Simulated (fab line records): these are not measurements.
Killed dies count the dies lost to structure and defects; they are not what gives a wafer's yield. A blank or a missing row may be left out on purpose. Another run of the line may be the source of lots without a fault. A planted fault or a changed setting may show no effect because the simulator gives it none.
Split-lot trial / flow n5Finfet / 21 wafers read from 7 lots, route of 1938 steps

== ABOUT THE SPLIT ==
At N5_BEOL_M2_COAT_62 (time 60 s, resist thk 12 nm), the setting spinRpm was moved away from the recipe's 1500 rpm on 4 of the 21 wafers read, by -9.9% to +7.5%. This setting was run at the recipe's value on the other wafers.

The reading comes from the split's own step.

== THE READING ==
SiARC_of_BEOL_M2_COAT_62.thkNm (the simulator's own value, which no gauge read), in nm, at N5_BEOL_M2_COAT_62 (time 60 s, resist thk 12 nm). No usual value for it is given in the file.

wafer=L075.2; tool, chamber at the split=lithoTrack-05, 0; spinRpm as run, rpm=1500; against the recipe=recipe; SiARC_of_BEOL_M2_COAT_62.thkNm, nm=12; against lot-mates on the recipe=-
wafer=L075.5; tool, chamber at the split=lithoTrack-05, 0; spinRpm as run, rpm=1500; against the recipe=recipe; SiARC_of_BEOL_M2_COAT_62.thkNm, nm=12; against lot-mates on the recipe=-
wafer=L075.6; tool, chamber at the split=lithoTrack-05, 0; spinRpm as run, rpm=1500; against the recipe=recipe; SiARC_of_BEOL_M2_COAT_62.thkNm, nm=12; against lot-mates on the recipe=-
wafer=L081.2; tool, chamber at the split=lithoTrack-05, 0; spinRpm as run, rpm=1613; against the recipe=+7.5%; SiARC_of_BEOL_M2_COAT_62.thkNm, nm=11.6; against lot-mates on the recipe=-0.4
wafer=L081.3; tool, chamber at the split=lithoTrack-05, 0; spinRpm as run, rpm=1613; against the recipe=+7.5%; SiARC_of_BEOL_M2_COAT_62.thkNm, nm=11.6; against lot-mates on the recipe=-0.4
wafer=L081.6; tool, chamber at the split=lithoTrack-05, 0; spinRpm as run, rpm=1500; against the recipe=recipe; SiARC_of_BEOL_M2_COAT_62.thkNm, nm=12; against lot-mates on the recipe=-
wafer=L083.1; tool, chamber at the split=lithoTrack-01, 0; spinRpm as run, rpm=1351; against the recipe=-9.9%; SiARC_of_BEOL_M2_COAT_62.thkNm, nm=12.6; against lot-mates on the recipe=+0.6
wafer=L083.4; tool, chamber at the split=lithoTrack-01, 0; spinRpm as run, rpm=1500; against the recipe=recipe; SiARC_of_BEOL_M2_COAT_62.thkNm, nm=12; against lot-mates on the recipe=-
wafer=L083.5; tool, chamber at the split=lithoTrack-01, 0; spinRpm as run, rpm=1500; against the recipe=recipe; SiARC_of_BEOL_M2_COAT_62.thkNm, nm=12; against lot-mates on the recipe=-
wafer=L085.2; tool, chamber at the split=lithoTrack-04, 0; spinRpm as run, rpm=1500; against the recipe=recipe; SiARC_of_BEOL_M2_COAT_62.thkNm, nm=12; against lot-mates on the recipe=-
wafer=L085.5; tool, chamber at the split=lithoTrack-04, 0; spinRpm as run, rpm=1500; against the recipe=recipe; SiARC_of_BEOL_M2_COAT_62.thkNm, nm=12; against lot-mates on the recipe=-
wafer=L085.6; tool, chamber at the split=lithoTrack-04, 0; spinRpm as run, rpm=1500; against the recipe=recipe; SiARC_of_BEOL_M2_COAT_62.thkNm, nm=12; against lot-mates on the recipe=-
wafer=L087.3; tool, chamber at the split=lithoTrack-01, 0; spinRpm as run, rpm=1500; against the recipe=recipe; SiARC_of_BEOL_M2_COAT_62.thkNm, nm=12; against lot-mates on the recipe=-
wafer=L087.5; tool, chamber at the split=lithoTrack-01, 0; spinRpm as run, rpm=1500; against the recipe=recipe; SiARC_of_BEOL_M2_COAT_62.thkNm, nm=12; against lot-mates on the recipe=-
wafer=L087.6; tool, chamber at the split=lithoTrack-01, 0; spinRpm as run, rpm=1500; against the recipe=recipe; SiARC_of_BEOL_M2_COAT_62.thkNm, nm=12; against lot-mates on the recipe=-
wafer=L094.3; tool, chamber at the split=lithoTrack-01, 0; spinRpm as run, rpm=1500; against the recipe=recipe; SiARC_of_BEOL_M2_COAT_62.thkNm, nm=12; against lot-mates on the recipe=-
wafer=L094.6; tool, chamber at the split=lithoTrack-01, 0; spinRpm as run, rpm=1500; against the recipe=recipe; SiARC_of_BEOL_M2_COAT_62.thkNm, nm=12; against lot-mates on the recipe=-
wafer=L094.5; tool, chamber at the split=lithoTrack-01, 0; spinRpm as run, rpm=1419; against the recipe=-5.4%; SiARC_of_BEOL_M2_COAT_62.thkNm, nm=12.4; against lot-mates on the recipe=+0.4
wafer=L095.1; tool, chamber at the split=lithoTrack-01, 0; spinRpm as run, rpm=1500; against the recipe=recipe; SiARC_of_BEOL_M2_COAT_62.thkNm, nm=12; against lot-mates on the recipe=-
wafer=L095.4; tool, chamber at the split=lithoTrack-01, 0; spinRpm as run, rpm=1500; against the recipe=recipe; SiARC_of_BEOL_M2_COAT_62.thkNm, nm=12; against lot-mates on the recipe=-
wafer=L095.5; tool, chamber at the split=lithoTrack-01, 0; spinRpm as run, rpm=1500; against the recipe=recipe; SiARC_of_BEOL_M2_COAT_62.thkNm, nm=12; against lot-mates on the recipe=-

THE FIT
A straight line over all 21 wafers: SiARC_of_BEOL_M2_COAT_62.thkNm changes by -0.0586 nm for each +1% of spinRpm; r = -0.99; the points scatter about the line by 0.022 nm.
The same after taking each lot's own level away (the mean of its wafers on the recipe; 21 wafers): -0.0586 nm for each +1%; r = -0.99; scatter 0.022 nm.
Per that fit: largest spinRpm move, reading shift of 0.58 nm.
The lots' own levels span 12.00 to 12.00 nm.
So the lot-to-lot level changes the slope little: the two slopes agree.
Check: +0.583 nm against its lot-mates is what the line predicts for one of the wafers moved furthest among these (-9.9%) when that wafer is left out of the fit. Against them it came out at +0.6 nm.

== FURTHER SPLITS ON THESE WAFERS ==
Before the reading, these wafers also passed through other splits. Each is held against what the fit with the lots' levels taken away leaves over:
other split on the same wafers=N5_MOL_CONTACT_COAG_EXPOSE_05 doseMj; wafers away from the commonest value=9; r with SiARC_of_BEOL_M2_COAT_62.thkNm (lot level and that fit taken away)=+0.23
other split on the same wafers=N5_MOL_CONTACT_COAG_ALD_131 aldCycles; wafers away from the commonest value=8; r with SiARC_of_BEOL_M2_COAT_62.thkNm (lot level and that fit taken away)=-0.29
other split on the same wafers=N5_MOL_CONTACT_COAG_ETCH_91 sourceW; wafers away from the commonest value=8; r with SiARC_of_BEOL_M2_COAT_62.thkNm (lot level and that fit taken away)=-0.40
other split on the same wafers=N5_BEOL_M0_SAQP_PECVD_04 timeS; wafers away from the commonest value=8; r with SiARC_of_BEOL_M2_COAT_62.thkNm (lot level and that fit taken away)=+0.04
other split on the same wafers=N5_BEOL_M0_ETCH_138 sourceW; wafers away from the commonest value=8; r with SiARC_of_BEOL_M2_COAT_62.thkNm (lot level and that fit taken away)=+0.12
other split on the same wafers=N5_BEOL_M1_TRENCH_ETCH_37 biasW; wafers away from the commonest value=5; r with SiARC_of_BEOL_M2_COAT_62.thkNm (lot level and that fit taken away)=+0.10

== THE FILE'S OWN FIT ==
SiARC_of_BEOL_M2_COAT_62.thkNm changes by -0.0603 nm for each +1% of spinRpm, r = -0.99.
